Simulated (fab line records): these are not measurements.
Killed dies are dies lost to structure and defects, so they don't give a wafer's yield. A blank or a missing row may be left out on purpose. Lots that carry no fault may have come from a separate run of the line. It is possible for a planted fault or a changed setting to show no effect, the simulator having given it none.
Split-lot trial / flow n5Finfet / route with 1938 steps; 7 lots, 21 wafers read

== THE SPLIT ITSELF ==
At N5_MOL_CONTACT_COAG_COAT_63 (time 60 s, resist thk 10 nm), the setting spinRpm was moved away from the recipe's 1500 rpm on 12 of the 21 wafers read, by -10.4% to +10.9%. This setting was run at the recipe's value on the other wafers.

== FROM THE SPLIT TO THE READING: what the file shows between them, 7 steps ==
- N5_MOL_CONTACT_COAG_COAT_64: time 60 s, resist thk 10 nm
- N5_MOL_CONTACT_COAG_COAT_34: resist thk 40 nm
- N5_MOL_CONTACT_COAG_DESCUM_45: chemistry O2, time 7 s
- N5_MOL_CONTACT_COAG_ETCH_65: etches underlayer in N2/H2, target depth 13 nm, time 10.4 s
- N5_MOL_CONTACT_COAG_ETCH_66: etches SiARC in CF4, target depth 13 nm, time 21.7 s
- N5_MOL_CONTACT_COAG_ALD_133: deposits SiO2, target thk 5 nm, pulse time 1 s, co reactant pulse time 1 s
- N5_MOL_CONTACT_COAG_ETCHBACK_134: etches SiO2 in CHF3, target depth 10 nm, time 6.7 s

== THE READING ==
SiARC_of_MOL_CONTACT_COAG_COAT_63.thkNm (the simulator's own value, which no gauge read), in nm, at N5_MOL_CONTACT_COAG_ETCH_67 (etches SOC in N2/H2, target depth 60 nm, overetch 21 nm, time 101.2 s). No usual value for it is given in the file. Here, 9 wafers ran the recipe; their average is 5.8 nm with a standard deviation of 0.063 nm.

wafer=L074.1; tool, chamber at the split=lithoTrack-01, 0; spinRpm as run, rpm=1344; against the recipe=-10.4%; SiARC_of_MOL_CONTACT_COAG_COAT_63.thkNm, nm=6.2; against lot-mates on the recipe=+0.4
wafer=L074.3; tool, chamber at the split=lithoTrack-01, 0; spinRpm as run, rpm=1344; against the recipe=-10.4%; SiARC_of_MOL_CONTACT_COAG_COAT_63.thkNm, nm=6.4; against lot-mates on the recipe=+0.6
wafer=L074.4; tool, chamber at the split=lithoTrack-01, 0; spinRpm as run, rpm=1500; against the recipe=recipe; SiARC_of_MOL_CONTACT_COAG_COAT_63.thkNm, nm=5.8; against lot-mates on the recipe=-
wafer=L077.2; tool, chamber at the split=lithoTrack-01, 0; spinRpm as run, rpm=1664; against the recipe=+10.9%; SiARC_of_MOL_CONTACT_COAG_COAT_63.thkNm, nm=5.4; against lot-mates on the recipe=no lot-mate on the recipe
wafer=L077.3; tool, chamber at the split=lithoTrack-01, 0; spinRpm as run, rpm=1664; against the recipe=+10.9%; SiARC_of_MOL_CONTACT_COAG_COAT_63.thkNm, nm=5.2; against lot-mates on the recipe=no lot-mate on the recipe
wafer=L077.6; tool, chamber at the split=lithoTrack-01, 0; spinRpm as run, rpm=1664; against the recipe=+10.9%; SiARC_of_MOL_CONTACT_COAG_COAT_63.thkNm, nm=5.4; against lot-mates on the recipe=no lot-mate on the recipe
wafer=L078.1; tool, chamber at the split=lithoTrack-04, 0; spinRpm as run, rpm=1426; against the recipe=-4.9%; SiARC_of_MOL_CONTACT_COAG_COAT_63.thkNm, nm=6; against lot-mates on the recipe=no lot-mate on the recipe
wafer=L078.2; tool, chamber at the split=lithoTrack-04, 0; spinRpm as run, rpm=1426; against the recipe=-4.9%; SiARC_of_MOL_CONTACT_COAG_COAT_63.thkNm, nm=6; against lot-mates on the recipe=no lot-mate on the recipe
wafer=L078.6; tool, chamber at the split=lithoTrack-04, 0; spinRpm as run, rpm=1426; against the recipe=-4.9%; SiARC_of_MOL_CONTACT_COAG_COAT_63.thkNm, nm=6.2; against lot-mates on the recipe=no lot-mate on the recipe
wafer=L080.2; tool, chamber at the split=lithoTrack-04, 0; spinRpm as run, rpm=1366; against the recipe=-8.9%; SiARC_of_MOL_CONTACT_COAG_COAT_63.thkNm, nm=6.2; against lot-mates on the recipe=+0.4
wafer=L080.3; tool, chamber at the split=lithoTrack-04, 0; spinRpm as run, rpm=1500; against the recipe=recipe; SiARC_of_MOL_CONTACT_COAG_COAT_63.thkNm, nm=5.8; against lot-mates on the recipe=-
wafer=L080.5; tool, chamber at the split=lithoTrack-04, 0; spinRpm as run, rpm=1366; against the recipe=-8.9%; SiARC_of_MOL_CONTACT_COAG_COAT_63.thkNm, nm=6.2; against lot-mates on the recipe=+0.4
wafer=L082.2; tool, chamber at the split=lithoTrack-03, 0; spinRpm as run, rpm=1500; against the recipe=recipe; SiARC_of_MOL_CONTACT_COAG_COAT_63.thkNm, nm=5.8; against lot-mates on the recipe=-
wafer=L082.5; tool, chamber at the split=lithoTrack-03, 0; spinRpm as run, rpm=1500; against the recipe=recipe; SiARC_of_MOL_CONTACT_COAG_COAT_63.thkNm, nm=5.8; against lot-mates on the recipe=-
wafer=L082.3; tool, chamber at the split=lithoTrack-03, 0; spinRpm as run, rpm=1500; against the recipe=recipe; SiARC_of_MOL_CONTACT_COAG_COAT_63.thkNm, nm=5.8; against lot-mates on the recipe=-
wafer=L086.1; tool, chamber at the split=lithoTrack-03, 0; spinRpm as run, rpm=1546; against the recipe=+3.1%; SiARC_of_MOL_CONTACT_COAG_COAT_63.thkNm, nm=5.6; against lot-mates on the recipe=-0.2
wafer=L086.5; tool, chamber at the split=lithoTrack-03, 0; spinRpm as run, rpm=1500; against the recipe=recipe; SiARC_of_MOL_CONTACT_COAG_COAT_63.thkNm, nm=5.8; against lot-mates on the recipe=-
wafer=L086.6; tool, chamber at the split=lithoTrack-03, 0; spinRpm as run, rpm=1546; against the recipe=+3.1%; SiARC_of_MOL_CONTACT_COAG_COAT_63.thkNm, nm=5.6; against lot-mates on the recipe=-0.2
wafer=L095.1; tool, chamber at the split=lithoTrack-01, 0; spinRpm as run, rpm=1500; against the recipe=recipe; SiARC_of_MOL_CONTACT_COAG_COAT_63.thkNm, nm=5.8; against lot-mates on the recipe=-
wafer=L095.3; tool, chamber at the split=lithoTrack-01, 0; spinRpm as run, rpm=1500; against the recipe=recipe; SiARC_of_MOL_CONTACT_COAG_COAT_63.thkNm, nm=5.8; against lot-mates on the recipe=-
wafer=L095.4; tool, chamber at the split=lithoTrack-01, 0; spinRpm as run, rpm=1500; against the recipe=recipe; SiARC_of_MOL_CONTACT_COAG_COAT_63.thkNm, nm=6; against lot-mates on the recipe=-

FIT RESULTS
A straight line over all 21 wafers: SiARC_of_MOL_CONTACT_COAG_COAT_63.thkNm changes by -0.0457 nm for each +1% of spinRpm; r = -0.97; the points scatter about the line by 0.081 nm.
The same after taking each lot's own level away (the mean of its wafers on the recipe; 15 wafers): -0.0485 nm for each +1%; r = -0.97; scatter 0.063 nm.
On that fit, the largest move of spinRpm shifts the reading by 0.53 nm.
The lots' own levels span 5.80 to 5.87 nm, that is 1.1 times the standard deviation above.
The two slopes agree, so the slope changes little with the lot-to-lot level.
Check: +0.528 nm against its lot-mates is what the line predicts for one of the wafers moved furthest among these (-10.4%) when that wafer is left out of the fit. Against them it came out at +0.4 nm.

== OTHER SPLITS APPLIED TO THESE WAFERS ==
Before the reading, these wafers also passed through other splits. Each is held against what the fit with the lots' levels taken away leaves over:
other split on the same wafers=N5_HKMG_FIN_ETCH_35 biasW; wafers away from the commonest value=9; r with SiARC_of_MOL_CONTACT_COAG_COAT_63.thkNm (lot level and that fit taken away)=+0.20
other split on the same wafers=N5_HKMG_FIN_ETCH_86 targetDepthA; wafers away from the commonest value=4; r with SiARC_of_MOL_CONTACT_COAG_COAT_63.thkNm (lot level and that fit taken away)=+0.35
other split on the same wafers=N5_GATE_CUT_COAT_07 spinRpm; wafers away from the commonest value=8; r with SiARC_of_MOL_CONTACT_COAG_COAT_63.thkNm (lot level and that fit taken away)=-0.05
other split on the same wafers=N5_MOL_CONTACT_COAG_CONTACT_ETCH_14 sourceW; wafers away from the commonest value=3; r with SiARC_of_MOL_CONTACT_COAG_COAT_63.thkNm (lot level and that fit taken away)=-0.18
other split on the same wafers=N5_MOL_CONTACT_COAG_COAT_62 spinRpm; wafers away from the commonest value=9; r with SiARC_of_MOL_CONTACT_COAG_COAT_63.thkNm (lot level and that fit taken away)=-0.01

== THE WHOLE CHAIN: every reading that the file lists as answering this split, in the file's order ==
step=N5_MOL_CONTACT_COAG_COAT_63; what it does=time 60 s, resist thk 10 nm; reading=SiARC_of_MOL_CONTACT_COAG_COAT_63.thkNm (the simulator's own value, which no gauge read); change (the file's fit)=-0.0528 nm for each +1% of the setting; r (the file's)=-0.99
step=N5_MOL_CONTACT_COAG_ETCH_66; what it does=etches SiARC in CF4, target depth 13 nm, time 21.7 s; reading=etchRfOnTimeS; change (the file's fit)=withheld for each +1% of the setting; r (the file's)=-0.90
step=N5_MOL_CONTACT_COAG_ETCH_66; what it does=etches SiARC in CF4, target depth 13 nm, time 21.7 s; reading=etch.depthNm (the simulator's own value, which no gauge read); change (the file's fit)=-0.0533 nm for each +1% of the setting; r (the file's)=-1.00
step=N5_MOL_CONTACT_COAG_ETCH_67; what it does=etches SOC in N2/H2, target depth 60 nm, overetch 21 nm, time 101.2 s; reading=SiARC_of_MOL_CONTACT_COAG_COAT_63.thkNm (the simulator's own value, which no gauge read); change (the file's fit)=-0.0476 nm for each +1% of the setting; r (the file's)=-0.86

== THE FILE'S OWN FIT ==
SiARC_of_MOL_CONTACT_COAG_COAT_63.thkNm changes by -0.0476 nm for each +1% of spinRpm, r = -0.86.
